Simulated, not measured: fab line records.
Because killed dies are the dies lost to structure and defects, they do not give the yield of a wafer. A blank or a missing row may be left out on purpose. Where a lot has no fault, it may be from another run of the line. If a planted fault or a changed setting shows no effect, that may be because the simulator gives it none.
Matching of chambers -- flow n5-finfet -- N5_BEOL_M0_PRE_CLEAN_131 on cvd-co-02: 3 sister chambers
The step time 15 s. 6 wafers are shown with their chamber, then 12 later ones without.

WAFERS PAIRED WITH THEIR CHAMBERS
wafer,chamber,heater-power-w (W)
L092.1,1,77
L092.2,2,89
L092.3,0,86
L092.4,0,84
L092.5,2,91
L092.6,1,75

WAFERS WITH NO CHAMBER GIVEN
wafer,heater-power-w (W)
L093.2,76
L093.5,89
L093.6,87
L095.1,74
L095.2,86
L095.3,92
L095.4,75
L095.5,86
L095.6,92
L097.1,77
L097.2,87
L097.5,90

WHICH CHAMBER EACH ONE RAN IN
wafer,from the rows above,in truth
L093.2,1,1
L093.5,2,2
L093.6,can't be placed: 0 or 2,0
L095.1,1,1
L095.2,0,0
L095.3,2,2
L095.4,1,1
L095.5,0,0
L095.6,2,2
L097.1,1,1
L097.2,can't be placed: 0 or 2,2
L097.5,2,2
Correctly placed: 10 of 12. Not placeable from these rows: 2 (in 2, the candidates include the true chamber). Placed wrongly: 0.
How it was worked out, from the rows above alone: a wafer's distance from a chamber is the root of the sum, over the readings, of the square of ((its reading less the chamber's mean) divided by the reading's scatter). If the next closest chamber is less than 2 further off than the closest, the wafer can't be placed; otherwise it belongs to the closest. For every chamber, the mean is computed from those of its wafers that are shown. The scatter is the square root of a quotient: the sum, over the shown wafers, of each reading's squared deviation from its chamber's mean, divided by wafers minus chambers.
